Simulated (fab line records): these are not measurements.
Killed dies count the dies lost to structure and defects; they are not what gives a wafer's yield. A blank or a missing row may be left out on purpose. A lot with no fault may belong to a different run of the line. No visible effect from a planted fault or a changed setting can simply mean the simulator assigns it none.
Which tool did it? | flow n5Finfet | 24 lots, 72 wafers sampled, at 6 steps of a route of 1938

== WHAT EACH GAUGE READ, for each wafer ==
N5_BEOL_M3_OCD_MEAS_38. Usual: 55.3 nm for trenchDepthNm, sd 0.86.
lot  | measured     | on     | trenchDepthNm (nm) | flag
L074 | day 7 15:47  | ocd-02 | 55.3 55.2 54.2     | 
L075 | day 8 05:01  | ocd-02 | 55.4 56.9 55.0     | 
L076 | day 8 08:17  | ocd-02 | 55.4 56.4 55.0     | 
L077 | day 8 11:05  | ocd-01 | 55.0 55.3 56.6     | 
L078 | day 8 15:47  | ocd-02 | 56.5 54.0 56.2     | 
L079 | day 8 21:22  | ocd-01 | 54.1 56.1 54.8     | 
L080 | day 9 02:12  | ocd-01 | 55.5 56.7 55.3     | 
L081 | day 9 04:12  | ocd-02 | 55.3 55.8 54.9     | 
L082 | day 9 19:40  | ocd-01 | 54.9 55.9 54.7     | 
L083 | day 9 22:41  | ocd-01 | 54.6 57.1 56.7     | 
L084 | day 9 23:07  | ocd-02 | 54.2 56.0 56.1     | 
L085 | day 10 06:07 | ocd-01 | 55.5 57.1 57.0     | 
L086 | day 10 14:44 | ocd-01 | 54.3 54.6 54.2     | 
L087 | day 10 22:28 | ocd-02 | 56.3 54.5 54.5     | 
L088 | day 11 06:01 | ocd-01 | 54.3 55.2 54.5     | 
L090 | day 11 12:15 | ocd-02 | 54.5 55.8 55.8     | 
L089 | day 11 16:18 | ocd-01 | 54.4 55.3 55.3     | 
L091 | day 12 00:27 | ocd-02 | 55.1 55.8 55.6     | 
L092 | day 12 10:48 | ocd-02 | 55.5 55.8 56.7     | 
L093 | day 12 10:55 | ocd-01 | 54.5 54.2 55.6     | 
L094 | day 12 15:03 | ocd-02 | 55.9 56.7 55.8     | 
L095 | day 12 15:59 | ocd-02 | 55.8 56.3 56.0     | 
L096 | day 12 21:53 | ocd-01 | 54.9 55.0 54.9     | 
L097 | day 13 09:21 | ocd-02 | 55.7 55.6 54.3     | 

N5_BEOL_M3_INSPECT_59: inspects for defects (darkfield). Usual: 75 for rawDefectCount, sd 25.
lot  | measured     | on               | rawDefectCount | flag
L074 | day 7 20:05  | defectInspect-02 | 100 116 84     | 
L075 | day 8 11:53  | defectInspect-02 | 79 71 58       | 
L076 | day 8 13:54  | defectInspect-02 | 77 65 79       | 
L077 | day 8 15:07  | defectInspect-02 | 53 48 48       | 
L078 | day 8 20:04  | defectInspect-01 | 104 135 51     | 
L079 | day 9 01:11  | defectInspect-02 | 57 45 51       | 
L080 | day 9 07:20  | defectInspect-01 | 77 59 49       | 
L081 | day 9 09:21  | defectInspect-01 | 52 58 68       | 
L082 | day 9 23:55  | defectInspect-01 | 48 71 77       | 
L083 | day 10 02:31 | defectInspect-01 | 64 106 118     | 
L084 | day 10 03:08 | defectInspect-02 | 104 121 69     | 
L085 | day 10 12:34 | defectInspect-01 | 45 54 76       | 
L086 | day 10 18:49 | defectInspect-02 | 143 116 112    | 
L087 | day 11 03:56 | defectInspect-02 | 65 53 64       | 
L088 | day 11 09:59 | defectInspect-01 | 95 62 88       | 
L090 | day 11 16:35 | defectInspect-01 | 54 70 44       | 
L089 | day 11 21:28 | defectInspect-02 | 101 112 70     | 
L091 | day 12 05:14 | defectInspect-01 | 59 40 71       | 
L092 | day 12 16:35 | defectInspect-01 | 105 75 56      | 
L093 | day 12 16:13 | defectInspect-01 | 75 41 62       | 
L094 | day 12 19:08 | defectInspect-02 | 60 61 68       | 
L095 | day 12 21:04 | defectInspect-01 | 27 47 47       | 
L096 | day 13 02:12 | defectInspect-02 | 51 57 53       | 
L097 | day 13 13:46 | defectInspect-01 | 110 69 78      | 

== TOOL THAT RAN EACH LOT (tool first, then ch and the chambers of the sampled wafers, then the start) ==
lot  | N5_BEOL_M3_ANNEAL_82        | N5_BEOL_M3_ANNEAL_93        | N5_BEOL_M3_ANNEAL_51            | N5_BEOL_M3_CO_CAP_55
L074 | pvdSputter-01, day 7 17:41  | pvdSputter-01, day 7 18:34  | rtpAnneal-02 ch 0, day 7 19:17  | cvdCo-01 ch 0,1,2, day 7 19:52
L075 | pvdSputter-01, day 8 06:56  | pvdSputter-01, day 8 07:49  | rtpAnneal-02 ch 0, day 8 11:00  | cvdCo-01 ch 0,1,2, day 8 11:40
L076 | pvdSputter-02, day 8 10:28  | pvdSputter-02, day 8 11:21  | rtpAnneal-02 ch 0, day 8 13:04  | cvdCo-01 ch 0,1, day 8 13:41
L077 | pvdSputter-03, day 8 12:48  | pvdSputter-03, day 8 13:41  | rtpAnneal-01 ch 0, day 8 14:14  | cvdCo-02 ch 0,2, day 8 14:54
L078 | pvdSputter-03, day 8 17:46  | pvdSputter-03, day 8 18:38  | rtpAnneal-02 ch 0, day 8 19:11  | cvdCo-02 ch 0,1, day 8 19:52
L079 | pvdSputter-03, day 8 22:52  | pvdSputter-03, day 8 23:44  | rtpAnneal-02 ch 0, day 9 00:23  | cvdCo-02 ch 0,1, day 9 00:58
L080 | pvdSputter-03, day 9 04:54  | pvdSputter-03, day 9 05:47  | rtpAnneal-02 ch 0, day 9 06:27  | cvdCo-01 ch 0,1, day 9 07:08
L081 | pvdSputter-03, day 9 07:02  | pvdSputter-03, day 9 07:55  | rtpAnneal-01 ch 0, day 9 08:31  | cvdCo-01 ch 0,1,2, day 9 09:08
L082 | pvdSputter-03, day 9 21:23  | pvdSputter-03, day 9 22:16  | rtpAnneal-02 ch 0, day 9 22:55  | cvdCo-01 ch 1,2, day 9 23:42
L083 | pvdSputter-01, day 10 00:12 | pvdSputter-01, day 10 01:05 | rtpAnneal-02 ch 0, day 10 01:41 | cvdCo-01 ch 0,1,2, day 10 02:19
L084 | pvdSputter-02, day 10 00:36 | pvdSputter-02, day 10 01:29 | rtpAnneal-02 ch 0, day 10 02:11 | cvdCo-01 ch 0,1,2, day 10 02:55
L085 | pvdSputter-01, day 10 10:07 | pvdSputter-01, day 10 11:00 | rtpAnneal-01 ch 0, day 10 11:36 | cvdCo-01 ch 0,2, day 10 12:20
L086 | pvdSputter-02, day 10 16:30 | pvdSputter-02, day 10 17:23 | rtpAnneal-02 ch 0, day 10 17:59 | cvdCo-01 ch 0,1, day 10 18:36
L087 | pvdSputter-01, day 11 01:25 | pvdSputter-01, day 11 02:18 | rtpAnneal-02 ch 0, day 11 03:02 | cvdCo-01 ch 0,1, day 11 03:42
L088 | pvdSputter-02, day 11 07:40 | pvdSputter-02, day 11 08:32 | rtpAnneal-02 ch 0, day 11 09:14 | cvdCo-01 ch 0,1,2, day 11 09:48
L090 | pvdSputter-01, day 11 14:00 | pvdSputter-01, day 11 14:53 | rtpAnneal-02 ch 0, day 11 15:45 | cvdCo-01 ch 0,1,2, day 11 16:23
L089 | pvdSputter-01, day 11 19:10 | pvdSputter-01, day 11 20:02 | rtpAnneal-02 ch 0, day 11 20:41 | cvdCo-01 ch 0,1,2, day 11 21:16
L091 | pvdSputter-03, day 12 02:55 | pvdSputter-03, day 12 03:47 | rtpAnneal-01 ch 0, day 12 04:21 | cvdCo-02 ch 1,2, day 12 05:02
L092 | pvdSputter-03, day 12 13:40 | pvdSputter-03, day 12 14:33 | rtpAnneal-01 ch 0, day 12 15:13 | cvdCo-02 ch 0,1,2, day 12 16:21
L093 | pvdSputter-01, day 12 13:25 | pvdSputter-01, day 12 14:18 | rtpAnneal-01 ch 0, day 12 14:52 | cvdCo-02 ch 0,2, day 12 16:00
L094 | pvdSputter-03, day 12 16:49 | pvdSputter-03, day 12 17:41 | rtpAnneal-01 ch 0, day 12 18:15 | cvdCo-01 ch 1,2, day 12 18:55
L095 | pvdSputter-03, day 12 18:44 | pvdSputter-03, day 12 19:37 | rtpAnneal-02 ch 0, day 12 20:13 | cvdCo-01 ch 0,1,2, day 12 20:50
L096 | pvdSputter-02, day 12 23:49 | pvdSputter-02, day 13 00:42 | rtpAnneal-02 ch 0, day 13 01:19 | cvdCo-01 ch 1,2, day 13 01:59
L097 | pvdSputter-01, day 13 11:28 | pvdSputter-01, day 13 12:20 | rtpAnneal-01 ch 0, day 13 12:56 | cvdCo-01 ch 0,2, day 13 13:34
- N5_BEOL_M3_ANNEAL_82: time 240 s.
- N5_BEOL_M3_ANNEAL_93: time 240 s.
- N5_BEOL_M3_ANNEAL_51: time 90 s.
- N5_BEOL_M3_CO_CAP_55: material Co, precursor CCTBA/H2, target thk 2 nm, time 102.1 s.

== WHAT THE TOOLS THEMSELVES READ (means of the sampled wafers that have a number; where no wafer has one, the mark that the record gives instead) ==
N5_BEOL_M3_ANNEAL_82. Usual: 854 W for heaterPowerW, sd 52.
lot  | tool          | heaterPowerW (W) | flag
L074 | pvdSputter-01 | 796              | 
L075 | pvdSputter-01 | 816              | 
L076 | pvdSputter-02 | 830              | 
L077 | pvdSputter-03 | 892              | 
L078 | pvdSputter-03 | 846              | 
L079 | pvdSputter-03 | 922              | 
L080 | pvdSputter-03 | 864              | 
L081 | pvdSputter-03 | 898              | 
L082 | pvdSputter-03 | 874              | 
L083 | pvdSputter-01 | 825              | 
L084 | pvdSputter-02 | 808              | 
L085 | pvdSputter-01 | 812              | 
L086 | pvdSputter-02 | 883              | 
L087 | pvdSputter-01 | 811              | 
L088 | pvdSputter-02 | 889              | 
L090 | pvdSputter-01 | 837              | 
L089 | pvdSputter-01 | 854              | 
L091 | pvdSputter-03 | 838              | 
L092 | pvdSputter-03 | 848              | 
L093 | pvdSputter-01 | 844              | 
L094 | pvdSputter-03 | 854              | 
L095 | pvdSputter-03 | 853              | 
L096 | pvdSputter-02 | 870              | 
L097 | pvdSputter-01 | 842              | 

N5_BEOL_M3_ANNEAL_93. Usual: 857 W for heaterPowerW, sd 55.
lot  | tool          | heaterPowerW (W) | flag
L074 | pvdSputter-01 | 792              | 
L075 | pvdSputter-01 | 828              | 
L076 | pvdSputter-02 | 823              | 
L077 | pvdSputter-03 | 935              | 
L078 | pvdSputter-03 | 856              | 
L079 | pvdSputter-03 | 929              | 
L080 | pvdSputter-03 | 859              | 
L081 | pvdSputter-03 | 901              | 
L082 | pvdSputter-03 | 867              | 
L083 | pvdSputter-01 | 844              | 
L084 | pvdSputter-02 | 825              | 
L085 | pvdSputter-01 | 840              | 
L086 | pvdSputter-02 | 880              | 
L087 | pvdSputter-01 | 819              | 
L088 | pvdSputter-02 | 892              | 
L090 | pvdSputter-01 | 831              | 
L089 | pvdSputter-01 | 827              | 
L091 | pvdSputter-03 | 855              | 
L092 | pvdSputter-03 | 870              | 
L093 | pvdSputter-01 | 838              | 
L094 | pvdSputter-03 | 853              | 
L095 | pvdSputter-03 | 847              | 
L096 | pvdSputter-02 | 880              | 
L097 | pvdSputter-01 | 832              | 

N5_BEOL_M3_ANNEAL_51. Usual: 226.2 for wafer_temp_C_max, sd 0.34.
lot  | tool         | wafer_temp_C_max | flag
L074 | rtpAnneal-02 | 226.4            | 
L075 | rtpAnneal-02 | 226.5            | 
L076 | rtpAnneal-02 | 226.5            | 
L077 | rtpAnneal-01 | 225.9            | 
L078 | rtpAnneal-02 | 226.0            | 
L079 | rtpAnneal-02 | 226.0            | 
L080 | rtpAnneal-02 | 226.3            | 
L081 | rtpAnneal-01 | 225.9            | 
L082 | rtpAnneal-02 | 226.3            | 
L083 | rtpAnneal-02 | 226.4            | 
L084 | rtpAnneal-02 | 226.2            | 
L085 | rtpAnneal-01 | 226.1            | 
L086 | rtpAnneal-02 | 226.4            | 
L087 | rtpAnneal-02 | 226.4            | 
L088 | rtpAnneal-02 | 226.4            | 
L090 | rtpAnneal-02 | 226.3            | 
L089 | rtpAnneal-02 | 226.0            | 
L091 | rtpAnneal-01 | 225.7            | 
L092 | rtpAnneal-01 | 226.0            | 
L093 | rtpAnneal-01 | 225.8            | 
L094 | rtpAnneal-01 | 225.8            | 
L095 | rtpAnneal-02 | 226.5            | 
L096 | rtpAnneal-02 | 226.1            | 
L097 | rtpAnneal-01 | 225.8            | 

N5_BEOL_M3_CO_CAP_55. Usual: heaterPowerOuterW 119 W, standard deviation 10; heaterPowerW 234 W, standard deviation 17.
lot  | tool     | heaterPowerOuterW (W) | heaterPowerW (W) | flag
L074 | cvdCo-01 | 115                   | 231              | 
L075 | cvdCo-01 | 117                   | 229              | 
L076 | cvdCo-01 | 111                   | 233              | 
L077 | cvdCo-02 | 132                   | 258              | 
L078 | cvdCo-02 | 118                   | 227              | 
L079 | cvdCo-02 | 118                   | 225              | 
L080 | cvdCo-01 | 120                   | 241              | 
L081 | cvdCo-01 | 118                   | 232              | 
L082 | cvdCo-01 | 127                   | 244              | 
L083 | cvdCo-01 | 116                   | 233              | 
L084 | cvdCo-01 | 117                   | 232              | 
L085 | cvdCo-01 | 113                   | 221              | 
L086 | cvdCo-01 | 113                   | 230              | 
L087 | cvdCo-01 | 111                   | 230              | 
L088 | cvdCo-01 | 116                   | 235              | 
L090 | cvdCo-01 | 115                   | 235              | 
L089 | cvdCo-01 | 116                   | 232              | 
L091 | cvdCo-02 | 134                   | 257              | 
L092 | cvdCo-02 | 127                   | 243              | 
L093 | cvdCo-02 | 133                   | 256              | 
L094 | cvdCo-01 | 122                   | 230              | 
L095 | cvdCo-01 | 117                   | 234              | 
L096 | cvdCo-01 | 122                   | 230              | 
L097 | cvdCo-01 | 111                   | 222              | 

== THE ANSWER, worked out from the rows above alone ==
Rule: a lot is off if the mean of its wafers that have a number lies more than 3 standard deviations from the usual mean. A lot without any number at a reading at which 4 lots or more have one is off too. Where the step has rows for the other lots, those lots are counted as sound. Order of review: gauges by route order, followed by the tools' own readings, for which a lot's mean as printed above is used. At the first step where some lot is off, the reading lying furthest off is the one used; lots without a number count as furthest.
Across all readings shown, no lot is off: no conclusion can be drawn from this.

== WHAT HAD BEEN PUT IN BY THE SIMULATOR ==
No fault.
